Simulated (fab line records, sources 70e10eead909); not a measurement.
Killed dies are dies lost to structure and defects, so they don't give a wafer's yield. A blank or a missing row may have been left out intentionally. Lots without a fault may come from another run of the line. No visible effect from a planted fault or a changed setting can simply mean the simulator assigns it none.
Comparing a struck lot with a sound one	flow nand harc	15 steps out of a route of 1302
Sound: the wafers L579.2, L579.3, L579.6. Struck: wafer L581.2; the same lot's L581.6 was not struck, so it is left out; see the end for the cause.
Order at every step that has rows: each side's tool, ch and its chambers, its first start. Under that, the readings that differ: sound wafers	struck wafers	difference of the means	sigmas: that difference in standard deviations of wafers without a fault.
alike: a reading whose means differ by less than 2 such deviations, as well as words and numbers matching on both sides. not compared: withheld readings; readings where some wafer has no value; bounds like >300 that might hide an equal value; numbers whose values overlap and for which the record gives no deviation.
Wherever a step has rows on one side only, a row that says differs or no value, or a row with sigmas, the two part there. Numbers that don't overlap but have no deviation are shown without sigmas and don't part them. A reading missing from all wafers of one side parts the sides only when that side holds two or more wafers.

first, 3 steps without rows for these wafers: NHARC_P_CONTACT_DESCUM_17 (chemistry O2, time 3 s); NHARC_P_CONTACT_ETCH_35 (etches the open film in CF4, target depth 39 nm, time 65 s); NHARC_P_CONTACT_ETCH_36 (etches the open film in N2/H2, target depth 260 nm, time 406.25 s).
NHARC_P_CONTACT_ETCH_18: etches the open film in C4F8/O2/Ar, target depth 481 nm, time 240.5 s.
  sound on rie diel-12 ch 1,2,3; struck on rie diel-02 ch 2
reading	sound	struck	difference	sigmas
rf vpp V (V)	984 982 987	971	-13	-2
  alike: oes product au
  not compared: rf hours counter h
then, 1 step without rows for these wafers: NHARC_P_CONTACT_STRIP_37 (strips in C4F8/O2/Ar).
NHARC_P_CONTACT_ETCH_31: etches the open film in CH3F/O2, target depth 30 nm, time 85.7 s.
  sound on rie diel-12 ch 0,1; struck on rie diel-02 ch 2
reading	sound	struck	difference	sigmas
rf vpp V (V)	245.5 247.6 247.3	243.0	-3.8	-2
showerhead plenum p Torr (Torr)	2.55 2.62 2.62	2.36	-0.24	-2
  alike: drypump motor current A, oes product au, throttle valve pct
  not compared: rf hours counter h
NHARC_P_CONTACT_CD_MEAS_19:
  sound on cd sem-02 at day 10 06:13; struck on cd sem-02 at day 11 01:08
  alike: cd nm
then, 2 steps without rows for these wafers: NHARC_P_CONTACT_STRIP_28 (strips in O2); NHARC_P_CONTACT_STRIP_29 (strips in post etch residue remover, time 1200 s).
NHARC_P_CONTACT_DEGAS_38: time 60 s.
  sound on pvd sputter-02 at day 10 07:01; struck on pvd sputter-03 at day 11 01:52
  alike: heater power w
then, 1 step without rows for these wafers: NHARC_P_CONTACT_PRE_CLEAN_39 (time 19.5 s).
NHARC_P_CONTACT_PVD_32: deposits Ti, target thk 5 nm, time 17.7 s.
  sound on pvd sputter-02; struck on pvd sputter-03
  alike: substrate temp c, throttle valve pct
NHARC_P_CONTACT_ALD_22: deposits TiN, target thk 3 nm, pulse time 1 s, ald cycles 150.
  sound on ald metal-03 ch 0,1,3, day 10 07:18; struck on ald metal-02 ch 0, day 11 02:05
reading	sound	struck	difference	sigmas
ald cycles	150 150 150	254	+104	
  alike: heater power w, precursor pulse height rel
NHARC_P_CONTACT_CVD_23: deposits W, target thk 200 nm, time 557 s.
  sound on cvd w-01 ch 1; struck on cvd w-01 ch 0
  alike: heater power w, throttle valve pct
-- break in the record here, with 19 days between the starts of the struck wafers on either side (left off in module P_CONTACT, picked up again in module END, where the first step shown is number 1302 on the route) --
NHARC_END_SORT_01:
  only the struck wafers appear in the record here, on prober-01 ch 0 at day 29 21:00; the sound ones have no rows

WHERE THEY PART
At NHARC_P_CONTACT_ETCH_18 first; at NHARC_END_SORT_01 last (within this record only).

WHY: what the simulator had put in
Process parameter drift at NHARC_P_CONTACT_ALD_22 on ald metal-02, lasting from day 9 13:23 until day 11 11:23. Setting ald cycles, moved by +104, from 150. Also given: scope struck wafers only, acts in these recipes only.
